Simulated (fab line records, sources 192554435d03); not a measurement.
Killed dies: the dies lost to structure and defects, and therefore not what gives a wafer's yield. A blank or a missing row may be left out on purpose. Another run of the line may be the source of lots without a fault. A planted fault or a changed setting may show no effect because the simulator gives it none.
Struck lot and sound lot, side by side	flow n5-finfet	16 out of 1938 route steps
Sound: wafers L629.2, L629.3, L629.4. Struck: wafer L650.2. (L650.3, L650.5 of the same lot were not struck and are left out.) The cause comes at the end.
Order at every step that has rows: each side's tool, ch and its chambers, its first start. Under that, the readings that differ: sound wafers	struck wafers	difference of the means	sigmas: that difference in standard deviations of wafers without a fault.
alike: words and numbers the same on both sides, and readings whose means are apart by under 2 such deviations; not compared: readings that were withheld, readings missing a value for some wafer, numbers with overlapping values and no deviation given by the record, and bounds like >300 which may hide the same value.
A row with sigmas, a row that says differs or no value, or rows on one side alone: a step with any of these is where the two part. Numbers that have no deviation but don't overlap get no sigmas and don't part them. A reading missing from all wafers of one side parts the sides only when that side holds two or more wafers.

first, 6 steps without rows for these wafers: N5_BEOL_M3_COAT_22 (resist thk 30 nm); N5_BEOL_M3_EBR_24; N5_BEOL_M3_SOFTBAKE_23 (time 60 s); N5_BEOL_M3_EXPOSE_25 (exposes mask V2, defocus 5 nm); N5_BEOL_M3_PEB_26 (peb time 60 s); N5_BEOL_M3_DEVELOP_27 (develop time 30 s).
N5_BEOL_M3_CD_MEAS_28: target cd 25.7 nm, target cd y 23.3 nm.
  sound on cd-sem-03 ch 0, day 7 01:25; struck on cd-sem-02 ch 0, day 13 00:23
  alike: cd-nm
N5_BEOL_M3_OVL_MEAS_29:
  sound on overlay-02 ch 0, day 7 01:27; struck on overlay-01 ch 0, day 13 00:25
  alike: V2_OVL
N5_BEOL_M3_INSPECT_30: inspects for defects (brightfield).
  struck on defect-inspect-02, day 13 00:28; sound on defect-inspect-01, day 7 01:31
  alike: raw-defect-count
N5_BEOL_M3_DESCUM_33: chemistry O2, time 7 s.
  sound on rie-diel-02 ch 1,2,3, day 7 01:34; struck on rie-diel-04 ch 3, day 13 00:31
reading	sound	struck	difference	sigmas
rf-hours-counter-h (h)	30 3 191	230	+155	
  alike: drypump-motor-current-A, oes-product-au, rf-vpp-V, showerhead-plenum-p-Torr, throttle-valve-pct
N5_BEOL_M3_ETCH_77: etches underlayer in N2/H2, target depth 6.5 nm, time 5.2 s.
  sound on rie-diel-02 ch 1,2,3, day 7 01:36; struck on rie-diel-04 ch 3, day 13 00:34
reading	sound	struck	difference	sigmas
rf-hours-counter-h (h)	30 3 191	230	+155	
  alike: drypump-motor-current-A, etch-rf-on-time-s, oes-product-au, rf-vpp-V, showerhead-plenum-p-Torr, throttle-valve-pct
N5_BEOL_M3_ETCH_69: etches SiARC in CF4, target depth 15.6 nm, time 26 s.
  sound on rie-diel-02 ch 1,2,3, day 7 01:37; struck on rie-diel-04 ch 3, day 13 00:34
reading	sound	struck	difference	sigmas
rf-hours-counter-h (h)	30 3 191	230	+155	
  alike: drypump-motor-current-A, etch-rf-on-time-s, mfc-ar-sccm, oes-product-au, rf-vpp-V, showerhead-plenum-p-Torr, throttle-valve-pct
N5_BEOL_M3_ALD_98: deposits SiO2, target thk 2.5 nm, pulse time 1 s, co reactant pulse time 1 s.
  sound on ald-sin-02 ch 0,1, day 7 01:45; struck on ald-sin-01 ch 3, day 13 00:51
reading	sound	struck	difference	sigmas
susceptor-temp-C (C)	99.93 99.87 100.07	92.84	-7.12	-59
  alike: heater-power-outer-w, heater-power-w, precursor-pulse-height-rel
N5_BEOL_M3_ETCHBACK_99: etches SiO2 in CHF3, target depth 5 nm, time 10.4 s.
  sound on rie-diel-06 ch 0,1,3, day 7 01:52; struck on rie-diel-02 ch 1, day 13 01:34
reading	sound	struck	difference	sigmas
rf-hours-counter-h (h)	34 54 145	236	+158	
  alike: drypump-motor-current-A, mfc-ar-sccm, oes-product-au, rf-vpp-V, showerhead-plenum-p-Torr, throttle-valve-pct
N5_BEOL_M4_RC_MEAS_101:
  sound on prober-02 ch 0, day 7 19:30; struck on prober-01 ch 0, day 13 22:35
reading	sound	struck	difference	sigmas
IOFF_N (nA/um)	0.18 0.16 0.28	0.36	+0.15	+3
VT_N (mV)	252 249 246	239	-10	-2
  alike: DIBL_N, DIBL_P, IOFF_P, ION_N, ION_P, SS_N, SS_P, VT_P
-- record jumps: 4 days separate the struck wafers' starts on either side; left off in module BEOL_M4, taken up again in module PASSIVATION, whose first shown step is the route's number 1936 --
N5_PASSIVATION_PROBE_49:
  rows exist in the record for the struck wafers here (prober-01, day 18 07:31), but not for the sound ones

## WHERE THEY PART
Last at N5_PASSIVATION_PROBE_49 as far as this record goes, first at N5_BEOL_M3_ALD_98.

WHY: whatever the simulator had introduced
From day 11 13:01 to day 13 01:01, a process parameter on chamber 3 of ald-sin-01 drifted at N5_BEOL_M3_ALD_98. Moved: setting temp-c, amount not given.
